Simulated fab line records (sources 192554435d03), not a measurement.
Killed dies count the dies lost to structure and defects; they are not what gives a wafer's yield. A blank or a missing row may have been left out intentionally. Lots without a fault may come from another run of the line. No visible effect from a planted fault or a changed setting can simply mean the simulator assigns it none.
Matching of chambers + flow n5 finfet + N5_HKMG_FIN_STRIP_92 on rie diel-01 has 4 sister chambers
The step strips SOC in N2/H2, time 20 s. 18 wafers are shown with their chamber, then 9 later ones without.

== WAFERS, EACH WITH ITS CHAMBER ==
| wafer  | chamber | showerhead plenum p Torr (Torr) | oes product au (a.u.) | rf vpp V (V) |
|--------|---------|---------------------------------|-----------------------|--------------|
| L075.2 | 2       | 3.23                            | 0.74                  | 53.6         |
| L075.3 | 3       | 3.30                            | 0.91                  | 52.9         |
| L075.5 | 2       | 3.23                            | 0.74                  | 54.6         |
| L076.1 | 3       | 3.30                            | 0.91                  | 53.4         |
| L076.2 | 1       | 3.55                            | 0.85                  | 54.7         |
| L076.5 | 0       | 3.35                            | 0.75                  | 54.3         |
| L080.1 | 2       | 3.22                            | 0.73                  | 54.8         |
| L080.3 | 3       | 3.30                            | 0.89                  | 55.5         |
| L080.4 | 1       | 3.55                            | 0.85                  | 53.5         |
| L081.2 | 2       | 3.22                            | 0.72                  | 54.1         |
| L081.5 | 3       | 3.30                            | 0.89                  | 52.2         |
| L081.6 | 0       | 3.35                            | 0.75                  | 54.8         |
| L083.1 | 2       | 3.22                            | 0.73                  | 54.0         |
| L083.3 | 3       | 3.30                            | 0.88                  | 53.7         |
| L083.4 | 0       | 3.34                            | 0.74                  | 54.3         |
| L084.1 | 0       | 3.34                            | 0.74                  | 53.1         |
| L084.3 | 1       | 3.54                            | 0.84                  | 54.0         |
| L084.6 | 2       | 3.22                            | 0.72                  | 52.4         |

SIGNATURES (averages over the wafers above)
| reading                  | chamber 0 | chamber 1 | chamber 2 | chamber 3 | scatter within a chamber |
|--------------------------|-----------|-----------|-----------|-----------|--------------------------|
| showerhead plenum p Torr | 3.3450    | 3.5467    | 3.2233    | 3.3000    | 0.00463                  |
| oes product au           | 0.7450    | 0.8467    | 0.7300    | 0.8960    | 0.00959                  |
| rf vpp V                 | 54.125    | 54.067    | 53.917    | 53.540    | 0.929                    |
Rule: for each reading, subtract the chamber's mean from the wafer's reading, divide by that reading's scatter and square the result; add these up over the readings and take the root, which gives the wafer's distance from the chamber. The wafer belongs to the nearest chamber; if the next one is less than 2 further off, it can't be placed. The scatter is the square root of a quotient: the sum, over the shown wafers, of each reading's squared deviation from its chamber's mean, divided by wafers minus chambers.

== WAFERS WITH NO CHAMBER GIVEN ==
| wafer  | showerhead plenum p Torr (Torr) | oes product au (a.u.) | rf vpp V (V) |
|--------|---------------------------------|-----------------------|--------------|
| L087.1 | 3.34                            | 0.73                  | 54.6         |
| L087.4 | 3.29                            | 0.86                  | 53.9         |
| L087.5 | 3.22                            | 0.71                  | 53.8         |
| L088.1 | 3.34                            | 0.73                  | 54.7         |
| L088.3 | 3.54                            | 0.84                  | 54.3         |
| L088.6 | 3.22                            | 0.71                  | 53.5         |
| L096.2 | 3.21                            | 0.70                  | 53.6         |
| L096.4 | 3.53                            | 0.81                  | 54.4         |
| L096.6 | 3.28                            | 0.84                  | 54.4         |

== THE CHAMBER EACH PASSED THROUGH ==
| wafer  | from the rows above | in truth |
|--------|---------------------|----------|
| L087.1 | 0                   | 0        |
| L087.4 | 3                   | 3        |
| L087.5 | 2                   | 2        |
| L088.1 | 0                   | 0        |
| L088.3 | 1                   | 1        |
| L088.6 | 2                   | 2        |
| L096.2 | 2                   | 2        |
| L096.4 | 1                   | 1        |
| L096.6 | 3                   | 3        |
Placed correctly: 9 of 9. Can't be placed from these rows: 0. 0 placed wrongly.
